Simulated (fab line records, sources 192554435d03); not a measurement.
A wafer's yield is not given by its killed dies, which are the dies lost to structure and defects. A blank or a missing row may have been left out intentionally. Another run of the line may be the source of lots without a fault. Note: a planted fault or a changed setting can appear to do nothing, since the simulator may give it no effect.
Split-lot trial | flow n5-finfet | 7 lots, 21 wafers read, on a route of 1938 steps

== THE SPLIT ==
At N5_BEOL_M3_COAT_67 (time 60 s, resist thk 60 nm), the setting spin-rpm was moved away from the recipe's 1500 rpm on 4 of the 21 wafers read, by -7.6% to +7.6%. This setting was run at the recipe's value on the other wafers.

== FROM THE SPLIT TO THE READING: what the file shows between them, 7 steps ==
- N5_BEOL_M3_COAT_68: time 60 s, resist thk 12 nm
- N5_BEOL_M3_COAT_76: time 60 s, resist thk 5 nm
- N5_BEOL_M3_ALD_98: deposits SiO2, target thk 2.5 nm, pulse time 1 s, co reactant pulse time 1 s
- N5_BEOL_M3_ETCHBACK_99: etches SiO2 in CHF3, target depth 5 nm, time 10.4 s
- N5_BEOL_M3_ETCH_70: etches SOC in N2/H2, target depth 80 nm, overetch 16 nm, time 120 s
- N5_BEOL_M3_STRIP_71: strips in N2/H2
- N5_BEOL_M3_STRIP_78: strips in N2/H2

== THE READING ==
SOC_of_BEOL_M3_COAT_67.thk-nm (the simulator's own value, which no gauge read), in nm, at N5_BEOL_M3_VIA_ETCH_34 (etches the open film in C4F6/O2, target depth 69.4 nm, time 65.9 s). No usual value for it is given in the file. Here, 17 wafers ran the recipe; their average is 52.0 nm with a standard deviation of 0.14 nm.

wafer  | tool, chamber at the split | spin-rpm as run, rpm | against the recipe | SOC_of_BEOL_M3_COAT_67.thk-nm, nm | against lot-mates on the recipe
L074.2 | litho-track-03, 0          | 1500                 | recipe             | 52                                | -
L074.4 | litho-track-03, 0          | 1500                 | recipe             | 52                                | -
L074.6 | litho-track-03, 0          | 1500                 | recipe             | 52                                | -
L077.1 | litho-track-05, 0          | 1500                 | recipe             | 52                                | -
L077.6 | litho-track-05, 0          | 1500                 | recipe             | 52                                | -
L077.4 | litho-track-05, 0          | 1500                 | recipe             | 52.2                              | -
L078.1 | litho-track-05, 0          | 1500                 | recipe             | 51.8                              | -
L078.2 | litho-track-05, 0          | 1500                 | recipe             | 52.2                              | -
L078.4 | litho-track-05, 0          | 1386                 | -7.6%              | 54.2                              | +2.2
L082.1 | litho-track-03, 0          | 1500                 | recipe             | 52.2                              | -
L082.2 | litho-track-03, 0          | 1500                 | recipe             | 51.8                              | -
L082.3 | litho-track-03, 0          | 1500                 | recipe             | 51.8                              | -
L083.2 | litho-track-05, 0          | 1500                 | recipe             | 52.2                              | -
L083.5 | litho-track-05, 0          | 1390                 | -7.3%              | 54.4                              | +2.2
L083.6 | litho-track-05, 0          | 1390                 | -7.3%              | 54.4                              | +2.2
L087.1 | litho-track-05, 0          | 1614                 | +7.6%              | 49.8                              | -2.2
L087.2 | litho-track-05, 0          | 1500                 | recipe             | 52                                | -
L087.4 | litho-track-05, 0          | 1500                 | recipe             | 52                                | -
L093.1 | litho-track-03, 0          | 1500                 | recipe             | 52.2                              | -
L093.3 | litho-track-03, 0          | 1500                 | recipe             | 52.2                              | -
L093.5 | litho-track-03, 0          | 1500                 | recipe             | 52                                | -

FIT RESULTS
A straight line over all 21 wafers: SOC_of_BEOL_M3_COAT_67.thk-nm changes by -0.305 nm for each +1% of spin-rpm; r = -0.99; the points scatter about the line by 0.15 nm.
The same after taking each lot's own level away (the mean of its wafers on the recipe; 21 wafers): -0.294 nm for each +1%; r = -0.99; scatter 0.11 nm.
Per that fit: largest spin-rpm move, reading shift of 2.2 nm.
The lots' own levels span 51.93 to 52.20 nm, that is 1.9 times the standard deviation above.
So the lot-to-lot level changes the slope little: the two slopes agree.
Check: for one of the wafers moved furthest among these (+7.6%), held out of the fit, the line's prediction against its lot-mates is -2.25 nm. It came out at -2.2 nm against them.

== ADDITIONAL SPLITS CARRIED BY THESE WAFERS ==
Before the reading, these wafers also passed through other splits. Each is held against what the fit with the lots' levels taken away leaves over:
other split on the same wafers | wafers away from the commonest value | r with SOC_of_BEOL_M3_COAT_67.thk-nm (lot level and that fit taken away)
N5_BEOL_M2_EXPOSE_08 dose-mj   | 7                                    | -0.43
N5_BEOL_M2_DESCUM_33 time-s    | 4                                    | -0.20
N5_BEOL_M3_ETCH_64 time-s      | 8                                    | +0.02

== THE WHOLE CHAIN: every reading that the file lists as answering this split, in the file's order ==
step                   | what it does                                                        | reading                                                                        | change (the file's fit)               | r (the file's)
N5_BEOL_M3_COAT_67     | time 60 s, resist thk 60 nm                                         | SOC_of_BEOL_M3_COAT_67.thk-nm (the simulator's own value, which no gauge read) | -0.306 nm for each +1% of the setting | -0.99
N5_BEOL_M3_ETCH_70     | etches SOC in N2/H2, target depth 80 nm, overetch 16 nm, time 120 s | etch.depth-nm (the simulator's own value, which no gauge read)                 | -0.296 nm for each +1% of the setting | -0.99
N5_BEOL_M3_VIA_ETCH_34 | etches the open film in C4F6/O2, target depth 69.4 nm, time 65.9 s  | SOC_of_BEOL_M3_COAT_67.thk-nm (the simulator's own value, which no gauge read) | -0.293 nm for each +1% of the setting | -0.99

== THE FILE'S OWN FIT ==
SOC_of_BEOL_M3_COAT_67.thk-nm changes by -0.293 nm for each +1% of spin-rpm, r = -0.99.
